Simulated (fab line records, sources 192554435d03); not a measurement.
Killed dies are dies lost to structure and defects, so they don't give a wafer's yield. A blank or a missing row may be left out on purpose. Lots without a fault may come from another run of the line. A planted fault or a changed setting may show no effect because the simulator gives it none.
Split-lot experiment | flow n5_finfet | 7 lots, 21 wafers read, on a route of 1938 steps

THE SPLIT
At N5_BEOL_M11_EXPOSE_25 (exposes mask V10), the setting dose_mj was moved away from the recipe's 85.5 on 6 of the 21 wafers read, by -6.8% to +7.3%. The other wafers ran this setting at the recipe's value.

FROM THE SPLIT TO THE READING: what the file shows between them, 2 steps
- N5_BEOL_M11_PEB_26: peb time 60 s
- N5_BEOL_M11_DEVELOP_27: develop time 30 s

THE READING
cd_nm, in nm, at N5_BEOL_M11_CD_MEAS_28 (target cd 70 nm). Fault-free wafers of this fab line usually give 70.0 nm, standard deviation 1.2 nm.

wafer  | tool, chamber at the split | dose_mj as run | against the recipe | cd_nm, nm | against lot-mates on the recipe
L074.1 | arfi_scanner-03, 0         | 85.5           | recipe             | 69.9      | -
L074.5 | arfi_scanner-03, 0         | 85.5           | recipe             | 67.6      | -
L074.6 | arfi_scanner-03, 0         | 85.5           | recipe             | 70.5      | -
L075.3 | arfi_scanner-01, 0         | 85.5           | recipe             | 70.5      | -
L075.4 | arfi_scanner-01, 0         | 91.77          | +7.3%              | 75.9      | +5.4
L075.5 | arfi_scanner-01, 0         | 91.77          | +7.3%              | 77.2      | +6.7
L080.1 | arfi_scanner-01, 0         | 85.5           | recipe             | 68.1      | -
L080.2 | arfi_scanner-01, 0         | 85.5           | recipe             | 70.0      | -
L080.3 | arfi_scanner-01, 0         | 85.5           | recipe             | 68.9      | -
L084.2 | arfi_scanner-03, 0         | 85.5           | recipe             | 69.3      | -
L084.3 | arfi_scanner-03, 0         | 85.5           | recipe             | 69.8      | -
L084.5 | arfi_scanner-03, 0         | 85.5           | recipe             | 69.9      | -
L089.2 | arfi_scanner-03, 0         | 81.61          | -4.5%              | 65.8      | -4.0
L089.5 | arfi_scanner-03, 0         | 81.61          | -4.5%              | 67.7      | -2.1
L089.6 | arfi_scanner-03, 0         | 85.5           | recipe             | 69.8      | -
L091.4 | arfi_scanner-01, 0         | 85.5           | recipe             | 69.9      | -
L091.5 | arfi_scanner-01, 0         | 85.5           | recipe             | 69.4      | -
L091.6 | arfi_scanner-01, 0         | 85.5           | recipe             | 70.6      | -
L095.3 | arfi_scanner-02, 0         | 85.5           | recipe             | 70.9      | -
L095.4 | arfi_scanner-02, 0         | 79.69          | -6.8%              | 64.5      | -6.4
L095.5 | arfi_scanner-02, 0         | 79.69          | -6.8%              | 65.4      | -5.5

THE FIT
A straight line over all 21 wafers: cd_nm changes by +0.802 nm for each +1% of dose_mj; r = +0.95; the points scatter about the line by 0.96 nm.
The same after taking each lot's own level away (the mean of its wafers on the recipe; 21 wafers): +0.819 nm for each +1%; r = +0.97; scatter 0.78 nm.
On that fit, the largest move of dose_mj shifts the reading by 6 nm.
The lots' own levels span 69.00 to 70.90 nm, that is 1.6 times the standard deviation above.
So the lot-to-lot level changes the slope little: the two slopes agree.
Check: with one of the wafers moved furthest among these (+7.3%) left out of the fit, the line predicts +6.31 nm for it against its lot-mates. It came out at +5.4 nm against them.

OTHER SPLITS ON THESE WAFERS
These wafers also went through other splits before the reading. Each is held against what the fit with the lots' levels taken away leaves over:
other split on the same wafers | wafers away from the commonest value | r with cd_nm (lot level and that fit taken away)
N5_BEOL_M8_COAT_22 spin_rpm    | 6                                    | -0.01
N5_BEOL_M8_ETCH_65 source_w    | 9                                    | +0.33
N5_BEOL_M9_DESCUM_16 time_s    | 8                                    | +0.00
N5_BEOL_M10_COAT_22 spin_rpm   | 8                                    | -0.16
N5_BEOL_M10_EXPOSE_25 dose_mj  | 5                                    | -0.05
N5_BEOL_M11_COAT_22 spin_rpm   | 8                                    | +0.29

THE FILE'S OWN FIT
cd_nm changes by +0.812 nm for each +1% of dose_mj, r = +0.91.
